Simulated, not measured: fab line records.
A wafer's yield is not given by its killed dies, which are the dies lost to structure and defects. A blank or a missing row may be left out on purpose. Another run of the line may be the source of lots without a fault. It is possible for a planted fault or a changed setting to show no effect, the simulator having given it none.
fab line records -- flow nandHarc
[record] lots = 24, wafers = 72, lastDay = 34
route steps=1302 shown P_M0@274 P_M1@300 P_M2@338 P_BONDPAD@371
lots that met no fault: from a run of the same line without faults
startH: hours from the record's first day to the start of the lot's first wafer shown -- waitH: hours elapsed since this lot's preceding step -- " the same as in the row above -- L1.1+2: a row that stands for several wafers -- - either no value or no given start -- * or withheld: withheld -- < > ~ a bound
route shown NAME@n: NAME is a module with steps in the file, n the number in the route of the first one -- usual: average and standard deviation across the fault-free wafers -- same: alike in all rows -- chamber/n: place in a boat -- sites: the reading at each site -- _std_site: how widely they spread, as a standard deviation -- _edge_site: the outer-site mean with the inner-site mean subtracted -- radiusMm: how far each site lies from the wafer's centre -- mask NAME#n: copy n -- behind: the last tool/chamber to shape the wafer -- hold: what put the lot on hold/how long, in hours/how the hold closed -- device: transistor that didn't switch, given as n, p or np -- end of line: tests of these same wafers at the route's end -- a step with no rows: only its recipe -- killed: dies that structure and defects cost at the first sort, which is not the same as the wafer's yield -- map: a wafer's dies, x killed, . not, _ none there
set.NAME: the setting that was run; set.NAME@STEP: the one run at that earlier step -- model.NAME: the simulator's own value behind a step, which no gauge read
steps of the route over a sample of lots; a table a step, a row a wafer
services: the hour from which a tool's chamber was out of use, counted from the record's first day as startH (under 0 if before that day), plus the number of hours and why
[[steps]]
[step NHARC_P_M0_PVD_20]
[recipe] targetThkA = 50, biasV = 168.6, powerW = 15000, chamberPressurePa = 0.12, timeS = 8.06, substrateTempC = 50, material = TaN
[usual] throttleValvePct = 30.5/1.2
lot.wafer,tool,chamber,startH,waitH,throttleValvePct
L074.1,pvdSputter-03,-,-,-,30.5
L074.4,pvdSputter-03,-,-,-,28.7
L074.6,pvdSputter-03,-,-,-,30.3
L075.2,pvdSputter-01,-,-,-,32.1
L075.5,pvdSputter-01,-,-,-,32.5
L075.6,pvdSputter-01,-,-,-,30.8
L076.2,pvdSputter-01,-,-,-,30.7
L076.1,pvdSputter-01,-,-,-,31.1
L076.5,pvdSputter-01,-,-,-,31.6
L077.4,pvdSputter-03,-,-,-,29.1
L077.5,pvdSputter-03,-,-,-,31.8
L077.6,pvdSputter-03,-,-,-,30.0
L078.3,pvdSputter-03,-,-,-,31.3
L078.6,pvdSputter-03,-,-,-,29.0
L078.5,pvdSputter-03,-,-,-,28.1
L079.2,pvdSputter-01,-,-,-,30.8
L079.4,pvdSputter-01,-,-,-,32.5
L079.5,pvdSputter-01,-,-,-,31.6
L080.4,pvdSputter-03,-,-,-,29.0
L080.5,pvdSputter-03,-,-,-,28.4
L080.6,pvdSputter-03,-,-,-,29.2
L081.2,pvdSputter-02,-,-,-,29.1
L081.5,pvdSputter-02,-,-,-,29.0
L081.6,pvdSputter-02,-,-,-,29.6
L082.4,pvdSputter-01,-,-,-,31.0
L082.1,pvdSputter-01,-,-,-,31.9
L082.2,pvdSputter-01,-,-,-,30.6
L083.3,pvdSputter-01,-,-,-,32.2
L083.1,pvdSputter-01,-,-,-,31.0
L083.2,pvdSputter-01,-,-,-,31.9
L084.2,pvdSputter-03,-,-,-,30.1
L084.3,pvdSputter-03,-,-,-,31.6
L084.6,pvdSputter-03,-,-,-,30.6
L085.4,pvdSputter-03,-,-,-,29.0
L085.3,pvdSputter-03,-,-,-,30.1
L085.1,pvdSputter-03,-,-,-,28.8
L086.1,pvdSputter-02,-,-,-,30.0
L086.2,pvdSputter-02,-,-,-,31.4
L086.5,pvdSputter-02,-,-,-,29.9
L087.1,pvdSputter-03,-,-,-,30.3
L087.6,pvdSputter-03,-,-,-,31.5
L087.5,pvdSputter-03,-,-,-,28.9
L089.2,pvdSputter-03,-,-,-,30.4
L089.4,pvdSputter-03,-,-,-,28.9
L089.6,pvdSputter-03,-,-,-,31.1
L088.1,pvdSputter-01,-,-,-,31.6
L088.5,pvdSputter-01,-,-,-,31.5
L088.6,pvdSputter-01,-,-,-,30.3
L090.1,pvdSputter-01,-,-,-,31.0
L090.4,pvdSputter-01,-,-,-,32.3
L090.5,pvdSputter-01,-,-,-,31.2
L091.1,pvdSputter-01,-,-,-,32.6
L091.2,pvdSputter-01,-,-,-,30.6
L091.3,pvdSputter-01,-,-,-,30.9
L092.1,pvdSputter-03,-,-,-,29.1
L092.3,pvdSputter-03,-,-,-,30.4
L092.4,pvdSputter-03,-,-,-,28.9
L093.2,pvdSputter-02,-,-,-,29.4
L093.1,pvdSputter-02,-,-,-,31.1
L093.4,pvdSputter-02,-,-,-,30.1
L094.2,pvdSputter-01,-,-,-,31.7
L094.1,pvdSputter-01,-,-,-,30.7
L094.5,pvdSputter-01,-,-,-,31.6
L095.4,pvdSputter-03,-,-,-,30.3
L095.3,pvdSputter-03,-,-,-,31.0
L095.6,pvdSputter-03,-,-,-,30.3
L096.1,pvdSputter-03,-,-,-,28.6
L096.2,pvdSputter-03,-,-,-,30.2
L096.6,pvdSputter-03,-,-,-,29.0
L097.2,pvdSputter-02,-,-,-,30.1
L097.5,pvdSputter-02,-,-,-,31.1
L097.6,pvdSputter-02,-,-,-,30.0
[step NHARC_P_M1_ETCH_15]
[recipe] targetDepthA = 1825, timeS = 91.2, c4f8FlowSccm = withheld, arFlowSccm = 400, rfW = 600, biasW = 300, chemistry = C4F8/Ar
[usual] oesProductAu = 0.954/0.022, rfVppV = 440.2/2.5
lot.wafer,tool,chamber,startH,waitH,oesProductAu,rfHoursCounterH,rfVppV
L074.1,rieDiel-09,2,-,-,0.918,12,438.1
L074.4,rieDiel-09,0,-,-,0.942,12,438.5
L074.6,rieDiel-09,1,-,-,0.923,-,441.8
L075.2,rieDiel-11,1,-,-,0.975,3,445.2
L075.6,rieDiel-11,2,-,-,0.955,-,441.1
L075.5,rieDiel-11,3,-,-,0.977,-,437.6
L076.1,rieDiel-11,1,-,-,0.988,3,443.6
L076.2,rieDiel-11,2,-,-,0.958,3,439.7
L076.5,rieDiel-11,1,-,-,0.999,-,445.5
L077.4,rieDiel-09,0,-,-,0.976,0,438.5
L077.6,rieDiel-09,1,-,-,0.960,-,442.5
L077.5,rieDiel-09,2,-,-,0.947,-,439.7
L078.3,rieDiel-11,3,-,-,0.960,5,437.3
L078.5,rieDiel-11,0,-,-,0.959,-,442.4
L078.6,rieDiel-11,1,-,-,0.972,-,445.0
L079.4,rieDiel-11,3,-,-,0.929,5,438.4
L079.2,rieDiel-11,2,-,-,0.916,5,440.6
L079.5,rieDiel-11,0,-,-,0.931,-,442.7
L080.4,rieDiel-11,3,-,-,0.965,6,437.1
L080.6,rieDiel-11,1,-,-,0.988,-,445.1
L080.5,rieDiel-11,2,-,-,0.958,-,439.5
L081.2,rieDiel-11,3,-,-,0.948,6,436.2
L081.6,rieDiel-11,2,-,-,0.921,-,441.0
L081.5,rieDiel-11,3,-,-,0.945,-,436.6
L082.2,rieDiel-09,3,-,-,0.984,6,436.4
L082.4,rieDiel-09,0,-,-,0.988,6,439.5
L082.1,rieDiel-09,1,-,-,0.975,5,441.1
L083.2,rieDiel-11,3,-,-,0.998,8,438.3
L083.1,rieDiel-11,0,-,-,0.963,7,441.8
L083.3,rieDiel-11,1,-,-,0.982,7,444.7
L084.2,rieDiel-11,3,-,-,0.942,8,436.8
L084.3,rieDiel-11,1,-,-,0.939,7,445.5
L084.6,rieDiel-11,0,-,-,0.909,-,440.7
L085.3,rieDiel-11,1,-,-,0.954,7,444.8
L085.1,rieDiel-11,0,-,-,0.926,8,442.4
L085.4,rieDiel-11,2,-,-,0.935,-,439.9
L086.1,rieDiel-09,1,-,-,0.929,8,440.9
L086.2,rieDiel-09,3,-,-,0.929,8,437.8
L086.5,rieDiel-09,2,-,-,0.909,-,439.1
L087.1,rieDiel-09,0,-,-,0.927,9,438.7
L087.6,rieDiel-09,1,-,-,0.928,-,441.6
L087.5,rieDiel-09,2,-,-,0.925,-,441.8
L089.2,rieDiel-09,3,-,-,0.976,12,438.6
L089.4,rieDiel-09,1,-,-,0.961,11,440.2
L089.6,rieDiel-09,2,-,-,0.960,-,438.9
L088.1,rieDiel-09,0,-,-,0.968,11,437.1
L088.6,rieDiel-09,2,-,-,0.963,-,440.9
L088.5,rieDiel-09,3,-,-,0.964,-,437.0
L090.1,rieDiel-11,0,-,-,0.933,1,443.5
L090.4,rieDiel-11,1,-,-,0.940,1,444.6
L090.5,rieDiel-11,2,-,-,0.931,-,441.2
L091.2,rieDiel-07,3,-,-,0.971,0,442.3
L091.3,rieDiel-07,0,-,-,0.953,0,436.3
L091.1,rieDiel-07,1,-,-,0.956,0,441.2
L092.1,rieDiel-07,3,-,-,0.978,0,442.2
L092.3,rieDiel-07,0,-,-,0.978,0,438.4
L092.4,rieDiel-07,2,-,-,0.971,0,438.8
L093.1,rieDiel-09,2,-,-,0.905,15,440.5
L093.4,rieDiel-09,3,-,-,0.926,14,435.4
L093.2,rieDiel-09,0,-,-,0.935,14,438.1
L094.2,rieDiel-11,2,-,-,0.969,3,440.6
L094.1,rieDiel-11,0,-,-,0.976,3,442.1
L094.5,rieDiel-11,2,-,-,0.967,-,440.8
L095.4,rieDiel-09,3,-,-,0.976,0,437.5
L095.3,rieDiel-09,0,-,-,0.983,0,438.5
L095.6,rieDiel-09,0,-,-,0.986,-,437.8
L096.1,rieDiel-09,2,-,-,0.965,2,439.1
L096.2,rieDiel-09,3,-,-,0.960,2,438.1
L096.6,rieDiel-09,2,-,-,0.967,-,439.7
L097.2,rieDiel-09,3,-,-,0.975,2,437.0
L097.6,rieDiel-09,1,-,-,0.958,-,441.7
L097.5,rieDiel-09,2,-,-,0.954,-,438.7
[step NHARC_P_M1_DEGAS_29]
[recipe] tempC = 250, timeS = 60
[usual] heaterPowerW = 332/33
lot.wafer,tool,chamber,startH,waitH,heaterPowerW
L074.4,pvdSputter-02,-,127.54,-,329
L074.1,pvdSputter-02,-,127.54,-,337
L074.6,pvdSputter-02,-,127.54,-,348
L075.2,pvdSputter-03,-,141.05,-,328
L075.5,pvdSputter-03,-,141.05,-,289
L075.6,pvdSputter-03,-,141.05,-,332
L076.2,pvdSputter-02,-,144.59,-,349
L076.1,pvdSputter-02,-,144.59,-,362
L076.5,pvdSputter-02,-,144.59,-,314
L077.4,pvdSputter-03,-,156.11,-,288
L077.6,pvdSputter-03,-,156.11,-,332
L077.5,pvdSputter-03,-,156.11,-,311
L078.3,pvdSputter-01,-,171.67,-,378
L078.5,pvdSputter-01,-,171.67,-,278
L078.6,pvdSputter-01,-,171.67,-,369
L079.4,pvdSputter-02,-,174.84,-,350
L079.2,pvdSputter-02,-,174.84,-,352
L079.5,pvdSputter-02,-,174.84,-,309
L080.4,pvdSputter-02,-,193.35,-,316
L080.5,pvdSputter-02,-,193.35,-,346
L080.6,pvdSputter-02,-,193.35,-,349
L081.2,pvdSputter-01,-,194.30,-,266
L081.6,pvdSputter-01,-,194.30,-,378
L081.5,pvdSputter-01,-,194.30,-,328
L082.1,pvdSputter-01,-,213.10,-,281
L082.4,pvdSputter-01,-,213.10,-,330
L082.2,pvdSputter-01,-,213.10,-,269
L083.2,pvdSputter-02,-,220.59,-,321
L083.3,pvdSputter-02,-,220.59,-,345
L083.1,pvdSputter-02,-,220.59,-,346
L084.3,pvdSputter-03,-,233.40,-,314
L084.2,pvdSputter-03,-,233.40,-,338
L084.6,pvdSputter-03,-,233.40,-,353
L085.1,pvdSputter-02,-,238.94,-,330
L085.3,pvdSputter-02,-,238.94,-,355
L085.4,pvdSputter-02,-,238.94,-,312
L086.2,pvdSputter-03,-,239.91,-,292
L086.1,pvdSputter-03,-,239.91,-,342
L086.5,pvdSputter-03,-,239.91,-,348
L087.1,pvdSputter-03,-,254.90,-,344
L087.5,pvdSputter-03,-,254.90,-,357
L087.6,pvdSputter-03,-,254.90,-,288
L089.2,pvdSputter-01,-,279.68,-,275
L089.4,pvdSputter-01,-,279.68,-,253
L089.6,pvdSputter-01,-,279.68,-,282
L088.1,pvdSputter-02,-,280.67,-,340
L088.6,pvdSputter-02,-,280.67,-,374
L088.5,pvdSputter-02,-,280.67,-,350
L090.4,pvdSputter-03,-,294.20,-,311
L090.1,pvdSputter-03,-,294.20,-,359
L090.5,pvdSputter-03,-,294.20,-,314
L091.1,pvdSputter-02,-,305.71,-,359
L091.3,pvdSputter-02,-,305.71,-,332
L091.2,pvdSputter-02,-,305.71,-,369
L092.4,pvdSputter-01,-,306.57,-,255
L092.3,pvdSputter-01,-,306.57,-,285
L092.1,pvdSputter-01,-,306.57,-,376
L093.4,pvdSputter-02,-,317.02,-,347
L093.2,pvdSputter-02,-,317.02,-,326
L093.1,pvdSputter-02,-,317.02,-,340
L094.2,pvdSputter-01,-,322.47,-,279
L094.1,pvdSputter-01,-,322.47,-,349
L094.5,pvdSputter-01,-,322.47,-,278
L095.4,pvdSputter-02,-,334.77,-,348
L095.3,pvdSputter-02,-,334.77,-,325
L095.6,pvdSputter-02,-,334.77,-,353
L096.1,pvdSputter-01,-,350.17,-,344
L096.2,pvdSputter-01,-,350.17,-,262
L096.6,pvdSputter-01,-,350.17,-,282
L097.2,pvdSputter-02,-,352.96,-,364
L097.5,pvdSputter-02,-,352.96,-,325
L097.6,pvdSputter-02,-,352.96,-,372
[step NHARC_P_M2_DEGAS_29]
[recipe] tempC = 250, timeS = 60
[usual] heaterPowerW = 326/38
lot.wafer,tool,chamber,startH,waitH,heaterPowerW
L074.1,pvdSputter-01,-,131.73,-,368
L074.4,pvdSputter-01,-,131.73,-,271
L074.6,pvdSputter-01,-,131.73,-,365
L075.2,pvdSputter-03,-,145.06,-,312
L075.5,pvdSputter-03,-,145.06,-,299
L075.6,pvdSputter-03,-,145.06,-,366
L076.1,pvdSputter-02,-,148.95,-,323
L076.2,pvdSputter-02,-,148.95,-,363
L076.5,pvdSputter-02,-,148.95,-,345
L077.4,pvdSputter-03,-,160.28,-,301
L077.6,pvdSputter-03,-,160.28,-,341
L077.5,pvdSputter-03,-,160.28,-,306
L078.3,pvdSputter-01,-,175.85,-,339
L078.6,pvdSputter-01,-,175.85,-,367
L078.5,pvdSputter-01,-,175.85,-,331
L079.2,pvdSputter-02,-,178.87,-,346
L079.4,pvdSputter-02,-,178.87,-,312
L079.5,pvdSputter-02,-,178.87,-,368
L080.4,pvdSputter-02,-,198.58,-,355
L080.5,pvdSputter-02,-,198.58,-,368
L080.6,pvdSputter-02,-,198.58,-,349
L081.2,pvdSputter-01,-,198.72,-,283
L081.6,pvdSputter-01,-,198.72,-,260
L081.5,pvdSputter-01,-,198.72,-,282
L082.1,pvdSputter-03,-,217.20,-,344
L082.4,pvdSputter-03,-,217.20,-,314
L082.2,pvdSputter-03,-,217.20,-,289
L083.2,pvdSputter-01,-,224.82,-,275
L083.3,pvdSputter-01,-,224.82,-,367
L083.1,pvdSputter-01,-,224.82,-,340
L084.3,pvdSputter-01,-,237.86,-,377
L084.2,pvdSputter-01,-,237.86,-,267
L084.6,pvdSputter-01,-,237.86,-,372
L085.3,pvdSputter-01,-,243.21,-,277
L085.1,pvdSputter-01,-,243.21,-,387
L085.4,pvdSputter-01,-,243.21,-,254
L086.1,pvdSputter-02,-,244.16,-,361
L086.2,pvdSputter-02,-,244.16,-,349
L086.5,pvdSputter-02,-,244.16,-,359
L087.1,pvdSputter-03,-,259.04,-,307
L087.5,pvdSputter-03,-,259.04,-,310
L087.6,pvdSputter-03,-,259.04,-,355
L089.2,pvdSputter-03,-,283.88,-,308
L089.4,pvdSputter-03,-,283.88,-,345
L089.6,pvdSputter-03,-,283.88,-,352
L088.1,pvdSputter-01,-,284.96,-,345
L088.6,pvdSputter-01,-,284.96,-,372
L088.5,pvdSputter-01,-,284.96,-,346
L090.1,pvdSputter-03,-,298.39,-,284
L090.4,pvdSputter-03,-,298.39,-,357
L090.5,pvdSputter-03,-,298.39,-,284
L091.2,pvdSputter-02,-,309.89,-,360
L091.1,pvdSputter-02,-,309.89,-,350
L091.3,pvdSputter-02,-,309.89,-,329
L092.3,pvdSputter-01,-,310.74,-,387
L092.1,pvdSputter-01,-,310.74,-,346
L092.4,pvdSputter-01,-,310.74,-,282
L093.2,pvdSputter-03,-,321.26,-,351
L093.4,pvdSputter-03,-,321.26,-,348
L093.1,pvdSputter-03,-,321.26,-,321
L094.1,pvdSputter-01,-,326.64,-,337
L094.2,pvdSputter-01,-,326.64,-,254
L094.5,pvdSputter-01,-,326.64,-,373
L095.3,pvdSputter-02,-,339.14,-,341
L095.4,pvdSputter-02,-,339.14,-,325
L095.6,pvdSputter-02,-,339.14,-,346
L096.1,pvdSputter-01,-,354.37,-,373
L096.2,pvdSputter-01,-,354.37,-,347
L096.6,pvdSputter-01,-,354.37,-,283
L097.2,pvdSputter-01,-,357.14,-,254
L097.5,pvdSputter-01,-,357.14,-,261
L097.6,pvdSputter-01,-,357.14,-,284
[step NHARC_P_M2_PVD_21]
[recipe] targetThkA = 300, chamberPressurePa = 5, powerW = 5000, substrateTempC = 30, timeS = 20.49, material = Cu
[usual] throttleValvePct = 30.7/1.1
lot.wafer,tool,chamber,startH,waitH,throttleValvePct
L074.4,pvdSputter-01,-,-,-,32.3
L074.1,pvdSputter-01,-,-,-,31.7
L074.6,pvdSputter-01,-,-,-,32.1
L075.2,pvdSputter-03,-,-,-,28.5
L075.5,pvdSputter-03,-,-,-,31.7
L075.6,pvdSputter-03,-,-,-,30.0
L076.2,pvdSputter-02,-,-,-,29.8
L076.1,pvdSputter-02,-,-,-,31.5
L076.5,pvdSputter-02,-,-,-,29.5
L077.4,pvdSputter-03,-,-,-,28.6
L077.6,pvdSputter-03,-,-,-,31.5
L077.5,pvdSputter-03,-,-,-,30.2
L078.3,pvdSputter-01,-,-,-,30.7
L078.6,pvdSputter-01,-,-,-,30.6
L078.5,pvdSputter-01,-,-,-,32.2
L079.4,pvdSputter-02,-,-,-,30.0
L079.2,pvdSputter-02,-,-,-,29.2
L079.5,pvdSputter-02,-,-,-,30.8
L080.4,pvdSputter-02,-,-,-,30.5
L080.5,pvdSputter-02,-,-,-,29.3
L080.6,pvdSputter-02,-,-,-,29.9
L081.2,pvdSputter-01,-,-,-,32.1
L081.5,pvdSputter-01,-,-,-,30.9
L081.6,pvdSputter-01,-,-,-,32.5
L082.4,pvdSputter-03,-,-,-,28.8
L082.2,pvdSputter-03,-,-,-,29.0
L082.1,pvdSputter-03,-,-,-,30.3
L083.1,pvdSputter-01,-,-,-,30.7
L083.3,pvdSputter-01,-,-,-,32.3
L083.2,pvdSputter-01,-,-,-,30.8
L084.3,pvdSputter-01,-,-,-,32.7
L084.2,pvdSputter-01,-,-,-,30.9
L084.6,pvdSputter-01,-,-,-,32.3
L085.3,pvdSputter-01,-,-,-,30.6
L085.4,pvdSputter-01,-,-,-,32.7
L085.1,pvdSputter-01,-,-,-,30.4
L086.2,pvdSputter-02,-,-,-,30.8
L086.1,pvdSputter-02,-,-,-,31.4
L086.5,pvdSputter-02,-,-,-,30.9
L087.1,pvdSputter-03,-,-,-,29.0
L087.6,pvdSputter-03,-,-,-,28.9
L087.5,pvdSputter-03,-,-,-,29.1
L089.4,pvdSputter-03,-,-,-,31.1
L089.2,pvdSputter-03,-,-,-,29.0
L089.6,pvdSputter-03,-,-,-,31.3
L088.1,pvdSputter-01,-,-,-,30.4
L088.6,pvdSputter-01,-,-,-,30.4
L088.5,pvdSputter-01,-,-,-,30.9
L090.4,pvdSputter-03,-,-,-,29.0
L090.1,pvdSputter-03,-,-,-,30.3
L090.5,pvdSputter-03,-,-,-,28.6
L091.1,pvdSputter-02,-,-,-,30.1
L091.3,pvdSputter-02,-,-,-,29.4
L091.2,pvdSputter-02,-,-,-,31.0
L092.1,pvdSputter-01,-,-,-,32.5
L092.4,pvdSputter-01,-,-,-,31.4
L092.3,pvdSputter-01,-,-,-,30.7
L093.1,pvdSputter-03,-,-,-,29.0
L093.4,pvdSputter-03,-,-,-,30.4
L093.2,pvdSputter-03,-,-,-,31.5
L094.2,pvdSputter-01,-,-,-,31.4
L094.1,pvdSputter-01,-,-,-,30.7
L094.5,pvdSputter-01,-,-,-,30.5
L095.4,pvdSputter-02,-,-,-,31.2
L095.3,pvdSputter-02,-,-,-,29.3
L095.6,pvdSputter-02,-,-,-,30.5
L096.1,pvdSputter-01,-,-,-,30.3
L096.2,pvdSputter-01,-,-,-,31.5
L096.6,pvdSputter-01,-,-,-,30.5
L097.2,pvdSputter-01,-,-,-,30.9
L097.5,pvdSputter-01,-,-,-,32.5
L097.6,pvdSputter-01,-,-,-,31.5
[step NHARC_P_BONDPAD_STRIP_15]
[recipe] o2FlowSccm = 500, arFlowSccm = 0, biasW = 0, chemistry = O2
[usual] drypumpMotorCurrentA = 5.6/0.43, oesProductAu = 0.999/0.011, rfVppV = 57.8/0.86, showerheadPlenumPTorr = 3.55/0.16, throttleValvePct = 17.036/0.0094
lot.wafer,tool,chamber,startH,waitH,drypumpMotorCurrentA,oesProductAu,rfHoursCounterH,rfVppV,showerheadPlenumPTorr,throttleValvePct
L074.4,rieDiel-08,3,135.68,0.1,5.5,0.967,7.0,57.7,3.78,17.016
L074.1,rieDiel-08,0,135.68,0.1,5.7,1.013,6.1,57.0,3.39,17.028
L074.6,rieDiel-08,2,135.68,0.1,5.1,0.996,-,58.0,3.56,17.042
L075.2,rieDiel-08,1,149.02,0.1,5.1,0.977,6.8,58.3,3.41,17.044
L075.6,rieDiel-08,0,149.02,0.1,5.7,1.010,-,55.8,3.39,17.029
L075.5,rieDiel-08,1,149.02,0.1,5.1,0.980,-,56.7,3.41,17.027
L076.2,rieDiel-12,0,152.86,0.1,5.9,1.001,5.1,57.8,3.74,17.044
L076.1,rieDiel-12,3,152.86,0.1,6.5,1.001,4.2,56.9,3.72,17.034
L076.5,rieDiel-12,1,152.86,0.1,5.8,1.013,-,57.9,3.61,17.049
L077.4,rieDiel-13,3,164.25,0.1,5.9,0.998,3.9,58.9,3.64,17.041
L077.6,rieDiel-13,1,164.25,0.1,5.5,0.998,-,57.6,3.64,17.036
L077.5,rieDiel-13,2,164.25,0.1,5.4,1.002,-,55.9,3.36,17.032
L078.3,rieDiel-13,3,179.80,0.1,5.9,0.990,0.1,56.6,3.64,17.010
L078.6,rieDiel-13,1,179.80,0.1,5.5,0.981,-,57.1,3.64,17.056
L078.5,rieDiel-13,2,179.80,0.1,5.4,1.006,-,57.4,3.36,17.026
L079.4,rieDiel-08,0,182.68,0.1,5.7,0.997,8.8,57.6,3.39,17.027
L079.2,rieDiel-08,1,182.68,0.1,5.1,0.989,8.9,57.5,3.41,17.044
L079.5,rieDiel-08,0,182.68,0.1,5.7,1.002,-,57.8,3.39,17.036
L080.4,rieDiel-13,1,202.54,0.1,5.5,1.001,0.9,57.6,3.64,17.026
L080.6,rieDiel-13,2,202.54,0.1,5.4,0.993,-,56.7,3.36,17.039
L080.5,rieDiel-13,3,202.54,0.1,5.9,0.994,-,57.4,3.64,17.035
L081.2,rieDiel-12,3,202.66,0.1,6.5,0.992,6.4,57.0,3.72,17.045
L081.6,rieDiel-12,3,202.66,0.1,6.5,0.987,-,58.1,3.72,17.049
L081.5,rieDiel-12,0,202.66,0.1,5.9,1.001,-,59.0,3.73,17.027
L082.2,rieDiel-13,0,221.17,0.1,6.6,0.997,1.3,56.8,3.35,17.049
L082.1,rieDiel-13,1,221.17,0.1,5.5,0.993,1.4,57.4,3.64,17.037
L082.4,rieDiel-13,2,221.17,0.1,5.4,1.001,1.2,57.3,3.36,17.047
L083.1,rieDiel-08,3,228.78,0.1,5.5,0.997,2.2,57.8,3.78,17.012
L083.3,rieDiel-08,0,228.78,0.1,5.7,1.008,2.2,57.7,3.39,17.043
L083.2,rieDiel-08,2,228.78,0.1,5.1,1.006,2.2,58.1,3.56,17.033
L084.3,rieDiel-13,0,241.71,0.1,6.6,0.989,2.3,57.5,3.35,17.044
L084.2,rieDiel-13,2,241.71,0.1,5.3,0.986,2.0,57.0,3.36,17.028
L084.6,rieDiel-13,0,241.71,0.1,6.7,0.989,-,57.4,3.35,17.036
L085.1,rieDiel-08,2,247.67,0.1,5.1,1.006,3.0,57.8,3.56,17.035
L085.4,rieDiel-08,3,247.67,0.1,5.5,1.000,3.0,58.8,3.78,17.035
L085.3,rieDiel-08,0,247.67,0.1,5.7,0.993,2.9,58.6,3.39,17.046
L086.2,rieDiel-12,0,248.14,0.1,5.9,0.995,10.7,57.0,3.73,17.035
L086.1,rieDiel-12,2,248.14,0.1,5.9,0.994,8.6,57.5,3.32,17.025
L086.5,rieDiel-12,1,248.14,0.1,5.8,1.002,-,57.5,3.61,17.035
L087.1,rieDiel-12,0,263.02,0.1,5.9,1.009,11.0,58.6,3.73,17.026
L087.6,rieDiel-12,1,263.02,0.1,5.8,1.008,-,58.4,3.61,17.021
L087.5,rieDiel-12,2,263.02,0.1,5.9,1.006,-,58.7,3.32,17.020
L089.2,rieDiel-08,3,287.95,0.1,5.5,0.993,4.7,58.2,3.78,17.036
L089.4,rieDiel-08,1,287.95,0.1,5.1,1.004,3.1,57.8,3.41,17.037
L089.6,rieDiel-08,0,287.95,0.1,5.7,1.019,-,57.5,3.39,17.064
L088.1,rieDiel-08,3,288.90,0.1,5.5,0.994,4.8,58.4,3.78,17.044
L088.5,rieDiel-08,3,288.90,0.1,5.5,1.005,-,57.4,3.78,17.038
L088.6,rieDiel-08,0,288.90,0.1,5.7,1.020,-,57.2,3.39,17.047
L090.4,rieDiel-12,1,302.22,0.1,5.8,1.009,0.4,57.2,3.61,17.055
L090.1,rieDiel-12,2,302.22,0.1,5.9,0.998,0.4,57.1,3.32,17.025
L090.5,rieDiel-12,1,302.22,0.1,5.8,1.004,-,58.1,3.61,17.030
L091.3,rieDiel-08,1,313.82,0.1,5.1,1.004,4.1,59.8,3.41,17.040
L091.1,rieDiel-08,2,313.82,0.1,5.1,1.011,5.7,59.2,3.55,17.023
L091.2,rieDiel-08,0,313.82,0.1,5.7,1.021,5.6,57.1,3.39,17.037
L092.1,rieDiel-13,3,314.69,0.1,5.9,0.983,4.0,57.2,3.64,17.045
L092.3,rieDiel-13,0,314.69,0.1,6.6,1.002,4.1,58.4,3.35,17.039
L092.4,rieDiel-13,1,314.69,0.1,5.5,0.988,3.5,58.0,3.64,17.027
L093.2,rieDiel-08,0,325.29,0.1,5.7,1.013,5.9,56.9,3.39,17.039
L093.4,rieDiel-08,1,325.29,0.1,5.1,0.999,4.4,58.5,3.41,17.022
L093.1,rieDiel-08,3,325.29,0.1,5.5,1.007,5.9,57.7,3.78,17.045
L094.1,rieDiel-08,0,330.47,0.1,5.7,1.018,6.0,58.0,3.39,17.036
L094.2,rieDiel-08,2,330.47,0.1,5.1,0.998,6.0,57.8,3.55,17.032
L094.5,rieDiel-08,3,330.47,0.1,5.5,0.986,-,58.1,3.78,17.041
L095.3,rieDiel-08,2,343.05,0.1,5.1,1.002,6.9,57.4,3.55,17.022
L095.6,rieDiel-08,2,343.05,0.1,5.1,1.002,-,59.3,3.55,17.036
L095.4,rieDiel-08,3,343.05,0.1,5.5,1.005,-,58.3,3.78,17.028
L096.1,rieDiel-12,0,358.30,0.1,5.9,0.996,6.5,60.5,3.73,17.033
L096.2,rieDiel-12,1,358.30,0.1,5.8,1.011,5.2,57.7,3.61,17.024
L096.6,rieDiel-12,0,358.30,0.1,5.9,1.006,-,58.8,3.73,17.045
L097.2,rieDiel-08,0,360.99,0.1,5.7,1.019,7.9,58.5,3.38,17.058
L097.6,rieDiel-08,2,360.99,0.1,5.1,1.009,-,57.2,3.55,17.036
L097.5,rieDiel-08,3,360.99,0.1,5.5,0.999,-,56.9,3.78,17.038
[[services]]
tool,chamber,startH,hours,kind
pvdSputter-02,-,104.00,10.0,pm
pvdSputter-01,-,110.13,5.4,repair
pvdSputter-03,-,117.06,0.8,repair
rieDiel-11,-,124.35,1.2,repair
rieDiel-09,-,143.10,9.0,pm
pvdSputter-01,-,147.10,2.9,repair
pvdSputter-03,-,170.03,10.0,pm
rieDiel-08,2,187.91,11.6,repair
rieDiel-08,-,190.80,9.0,pm
rieDiel-11,1,195.20,5.8,repair
rieDiel-11,2,204.39,2.9,repair
rieDiel-11,0,204.61,4.7,repair
rieDiel-08,1,219.25,12.2,repair
pvdSputter-03,-,220.18,1.7,repair
pvdSputter-01,-,226.00,10.0,pm
pvdSputter-02,-,228.53,0.8,repair
rieDiel-11,3,237.59,4.0,repair
rieDiel-11,-,255.50,9.0,pm
pvdSputter-01,-,259.55,2.5,repair
pvdSputter-02,-,282.00,10.0,pm
pvdSputter-03,-,336.03,5.3,repair
pvdSputter-01,-,337.54,5.0,repair
rieDiel-08,0,342.49,1.4,repair
pvdSputter-03,-,348.03,10.0,pm
[[key]]
fault none
